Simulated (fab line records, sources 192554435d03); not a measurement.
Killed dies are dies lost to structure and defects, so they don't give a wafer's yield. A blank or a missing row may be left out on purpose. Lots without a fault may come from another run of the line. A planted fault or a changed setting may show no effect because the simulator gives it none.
Split-lot experiment | flow n5_finfet | 7 lots, 21 wafers read, on a route of 1938 steps

THE SPLIT
At N5_BEOL_M9_PECVD_70 (deposits SiO2 from TEOS/O2, target thk 20 nm, time 22.7 s), the setting temp_c was moved away from the recipe's 400 C on 5 of the 21 wafers read, by -4.4% to -1.9%. The other wafers ran this setting at the recipe's value.

FROM THE SPLIT TO THE READING: what the file shows between them, 8 steps
- N5_BEOL_M9_COAT_60: time 60 s, resist thk 30 nm (also split here: spin_rpm)
- N5_BEOL_M9_COAT_05: resist thk 90 nm
- N5_BEOL_M9_EBR_07
- N5_BEOL_M9_DESCUM_16: chemistry O2, time 7.9 s
- N5_BEOL_M9_ETCH_61: etches SiARC in CF4, target depth 39 nm, time 65 s
- N5_BEOL_M9_ETCH_62: etches SOC in N2/H2, target depth 110 nm, overetch 22 nm, time 165 s
- N5_BEOL_M9_STRIP_68: strips in N2/H2
- N5_BEOL_M9_STRIP_80: strips in N2/H2, time 10 s

THE READING
SiO2_of_BEOL_M9_PECVD_70.thk_nm (the simulator's own value, which no gauge read), in nm, at N5_BEOL_M9_HM_STRIP_39 (strips TiN in peroxide tin strip, target depth 25 nm, time 158 s). The file gives no usual value for it. The 16 wafers here that ran the recipe average 19.9 nm, standard deviation 0.35 nm.

wafer  | tool, chamber at the split | temp_c as run, C | against the recipe | SiO2_of_BEOL_M9_PECVD_70.thk_nm, nm | against lot-mates on the recipe
L074.3 | pecvd-03, 1                | 400              | recipe             | 20.2                                | -
L074.5 | pecvd-03, 0                | 400              | recipe             | 20.6                                | -
L074.6 | pecvd-03, 1                | 400              | recipe             | 20.4                                | -
L077.1 | pecvd-03, 1                | 400              | recipe             | 20                                  | -
L077.5 | pecvd-03, 1                | 400              | recipe             | 20                                  | -
L077.4 | pecvd-03, 1                | 400              | recipe             | 20.4                                | -
L087.1 | pecvd-01, 2                | 400              | recipe             | 19.6                                | -
L087.2 | pecvd-01, 1                | 387.2            | -3.2%              | 21.6                                | +1.7
L087.6 | pecvd-01, 0                | 400              | recipe             | 20.2                                | -
L086.1 | pecvd-01, 2,0              | 400              | recipe             | 19.6                                | -
L086.3 | pecvd-01, 2,0              | 400              | recipe             | 19.6                                | -
L086.6 | pecvd-01, 0                | 383.5            | -4.1%              | 22.4                                | +2.8
L091.3 | pecvd-02, 2                | 400              | recipe             | 19.4                                | -
L091.4 | pecvd-02, 0                | 400              | recipe             | 19.6                                | -
L091.6 | pecvd-02, 1                | 400              | recipe             | 20                                  | -
L093.1 | pecvd-02, 2                | 400              | recipe             | 19.6                                | -
L093.2 | pecvd-02, 1                | 400              | recipe             | 19.8                                | -
L093.4 | pecvd-02, 1                | 382.3            | -4.4%              | 22.4                                | +2.7
L094.2 | pecvd-03, 1                | 400              | recipe             | 19.6                                | -
L094.4 | pecvd-03, 0,2              | 392.3            | -1.9%              | 21                                  | +1.4
L094.6 | pecvd-03, 0,2              | 392.3            | -1.9%              | 21                                  | +1.4
Where a row lists several chambers, the file gives one row for several wafers and doesn't say which wafer went through which chamber.

THE FIT
A straight line over all 21 wafers: SiO2_of_BEOL_M9_PECVD_70.thk_nm changes by -0.569 nm for each +1% of temp_c; r = -0.93; the points scatter about the line by 0.33 nm.
The same after taking each lot's own level away (the mean of its wafers on the recipe; 21 wafers): -0.631 nm for each +1%; r = -0.98; scatter 0.2 nm.
On that fit, the largest move of temp_c shifts the reading by 2.8 nm.
The lots' own levels span 19.60 to 20.40 nm, that is 2.3 times the standard deviation above.
So the lot-to-lot level changes the slope little: the two slopes agree.
Check: with one of the wafers moved furthest among these (-4.4%) left out of the fit, the line predicts +2.85 nm for it against its lot-mates. It came out at +2.7 nm against them.

OTHER SPLITS ON THESE WAFERS
These wafers also went through other splits before the reading. Each is held against what the fit with the lots' levels taken away leaves over:
other split on the same wafers   | wafers away from the commonest value | r with SiO2_of_BEOL_M9_PECVD_70.thk_nm (lot level and that fit taken away)
N5_BEOL_M7_ILD_DEP_00 time_s     | 5                                    | +0.04
N5_BEOL_M7_COAT_59 spin_rpm      | 6                                    | +0.03
N5_BEOL_M8_TRENCH_ETCH_37 bias_w | 7                                    | -0.07
N5_BEOL_M9_COAT_60 spin_rpm      | 7                                    | +0.03

THE WHOLE CHAIN: every reading that the file lists as answering this split, in the file's order
step                   | what it does                                                     | reading                                                                          | change (the file's fit)               | r (the file's)
N5_BEOL_M9_PECVD_70    | deposits SiO2 from TEOS/O2, target thk 20 nm, time 22.7 s        | SiO2_of_BEOL_M9_PECVD_70.thk_nm (the simulator's own value, which no gauge read) | -0.608 nm for each +1% of the setting | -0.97
N5_BEOL_M9_HM_STRIP_39 | strips TiN in peroxide tin strip, target depth 25 nm, time 158 s | SiO2_of_BEOL_M9_PECVD_70.thk_nm (the simulator's own value, which no gauge read) | -0.626 nm for each +1% of the setting | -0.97

THE FILE'S OWN FIT
SiO2_of_BEOL_M9_PECVD_70.thk_nm changes by -0.626 nm for each +1% of temp_c, r = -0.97.
